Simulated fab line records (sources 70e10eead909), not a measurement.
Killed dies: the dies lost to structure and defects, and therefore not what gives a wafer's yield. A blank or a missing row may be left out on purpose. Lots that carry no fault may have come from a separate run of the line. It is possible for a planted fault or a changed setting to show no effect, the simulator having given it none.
Chamber matching	flow nand-harc	rie-diel-03 running NHARC_A_CHANNEL_HOLE_D1_ETCH_38: 4 sister chambers
The step etches the open film in CF4, target depth 39 nm, time 65 s. 14 wafers are shown with their chamber, then 7 later ones without.

WAFERS, EACH WITH ITS CHAMBER
wafer	chamber	showerhead-plenum-p-Torr (Torr)	oes-product-au (a.u.)	bias-w (W)
L479.1	3	1.80	0.987	99.50
L479.4	1	1.76	0.989	100.30
L479.5	2	1.83	1.010	100.14
L484.2	1	1.76	0.994	100.32
L484.4	0	1.78	0.992	100.03
L484.5	2	1.83	1.013	99.98
L489.1	2	1.83	1.019	99.64
L489.2	1	1.76	0.999	100.09
L489.5	0	1.78	0.996	100.27
L490.1	1	1.76	1.007	99.95
L490.2	2	1.83	1.009	100.23
L490.6	3	1.79	0.989	100.15
L496.4	0	1.77	0.999	100.31
L496.5	0	1.77	1.004	100.08

SIGNATURES, as means of the wafers listed above
reading	chamber 0	chamber 1	chamber 2	chamber 3	scatter within a chamber
showerhead-plenum-p-Torr	1.7750	1.7600	1.8300	1.7950	0.00387
oes-product-au	0.99775	0.99725	1.01275	0.98800	0.00562
bias-w	100.1725	100.1650	99.9975	99.8250	0.238
Rule: distance of a wafer from a chamber = root of the sum over the readings of ((wafer's reading minus chamber's mean) / reading's scatter) squared. The wafer belongs to the nearest chamber; if the next one is less than 2 further off, it can't be placed. The scatter: take each reading less its chamber's mean, square it, sum over the shown wafers, divide by the number of wafers less the number of chambers, and take the root.

WAFERS WITH NO CHAMBER GIVEN
wafer	showerhead-plenum-p-Torr (Torr)	oes-product-au (a.u.)	bias-w (W)
L496.6	1.76	0.992	99.69
L497.2	1.79	0.991	100.11
L497.5	1.79	0.985	100.39
L497.6	1.76	0.995	100.30
L500.1	1.83	1.003	99.82
L500.3	1.79	0.980	100.21
L500.4	1.76	0.996	99.72

EACH ONE'S CHAMBER
wafer	from the rows above	in truth
L496.6	1	1
L497.2	3	3
L497.5	can't be placed: 3 or 0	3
L497.6	1	1
L500.1	2	2
L500.3	3	3
L500.4	1	1
6 of 7 placed correctly. Cannot be placed on the basis of these rows: 1; the candidates contain the true chamber in 1. Number placed wrongly: 0.
